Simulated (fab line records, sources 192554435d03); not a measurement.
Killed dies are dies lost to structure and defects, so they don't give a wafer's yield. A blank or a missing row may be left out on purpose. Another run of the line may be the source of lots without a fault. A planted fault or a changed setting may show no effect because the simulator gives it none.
Which tool was responsible? + flow n5-finfet + Sampling: 12 lots, 36 wafers, 3 of 1938 route steps

## WHAT THE GAUGES SHOWED, per wafer
N5_BEOL_M5_CD_MEAS_18: pitch 56 nm, target cd 28 nm.
| lot  | measured     | on        | cd-nm (nm)        |
|------|--------------|-----------|-------------------|
| L077 | day 9 04:55  | cd-sem-01 | 27.71 27.19 27.64 |
| L075 | day 9 09:59  | cd-sem-01 | 27.90 28.08 27.79 |
| L078 | day 9 14:11  | cd-sem-02 | 27.33 27.34 28.24 |
| L081 | day 10 20:55 | cd-sem-01 | 28.10 27.56 27.75 |
| L085 | day 11 19:49 | cd-sem-03 | 27.90 28.20 28.23 |
| L086 | day 13 05:58 | cd-sem-03 | 27.73 27.65 27.66 |
| L083 | day 13 16:01 | cd-sem-03 | 27.93 27.95 27.82 |
| L088 | day 14 02:04 | cd-sem-03 | 28.03 28.13 28.00 |
| L093 | day 14 20:34 | cd-sem-01 | 28.06 28.56 28.20 |
| L094 | day 15 01:22 | cd-sem-02 | 28.00 27.80 27.62 |
| L095 | day 15 19:18 | cd-sem-03 | 28.63 28.21 28.02 |
| L096 | day 16 02:40 | cd-sem-01 | 28.21 27.82 28.29 |

## WHAT TOOL EACH LOT RAN ON (gives the tool, then ch and the chambers of the sampled wafers, and finally the start)
| lot  | N5_BEOL_M4_ANNEAL_87         | N5_BEOL_M4_SPUTTER_88        |
|------|------------------------------|------------------------------|
| L077 | pvd-sputter-03, day 8 22:58  | pvd-sputter-03, day 8 23:07  |
| L075 | pvd-sputter-01, day 9 04:04  | pvd-sputter-01, day 9 04:13  |
| L078 | pvd-sputter-01, day 9 08:48  | pvd-sputter-01, day 9 08:56  |
| L081 | pvd-sputter-03, day 10 14:42 | pvd-sputter-03, day 10 14:52 |
| L085 | pvd-sputter-03, day 11 12:34 | pvd-sputter-03, day 11 12:42 |
| L086 | pvd-sputter-01, day 12 23:55 | pvd-sputter-01, day 13 00:03 |
| L083 | pvd-sputter-01, day 13 09:53 | pvd-sputter-01, day 13 10:01 |
| L088 | pvd-sputter-02, day 13 18:23 | pvd-sputter-02, day 13 18:32 |
| L093 | pvd-sputter-01, day 14 15:50 | pvd-sputter-01, day 14 15:59 |
| L094 | pvd-sputter-02, day 14 20:21 | pvd-sputter-02, day 14 20:29 |
| L095 | pvd-sputter-02, day 15 13:01 | pvd-sputter-02, day 15 13:10 |
| L096 | pvd-sputter-01, day 15 20:05 | pvd-sputter-01, day 15 20:14 |
- N5_BEOL_M4_ANNEAL_87: time 240 s.
- N5_BEOL_M4_SPUTTER_88: material Cu, target thk 4.5 nm, time 8.29 s.

## THE ANSWER, worked out from the rows above alone
Rule: the usual values come from the lots themselves. Put in order of their means at a reading, lots are off if they are a third of the lots or fewer, leave a main group of 4 or more, and stand apart from it by a gap of 3 or more times the standard deviation of the main group's means; of several such gaps the widest counts. A main group is skipped when, at the precision printed for the reading in the tables above, its means are all equal. A lot without any number at a reading at which 4 lots or more have one is off too. All remaining lots with rows at the step are treated as sound.
No lot is off on any of the readings shown, so nothing can be concluded from this.

## WHAT THE SIMULATOR HAD INSERTED
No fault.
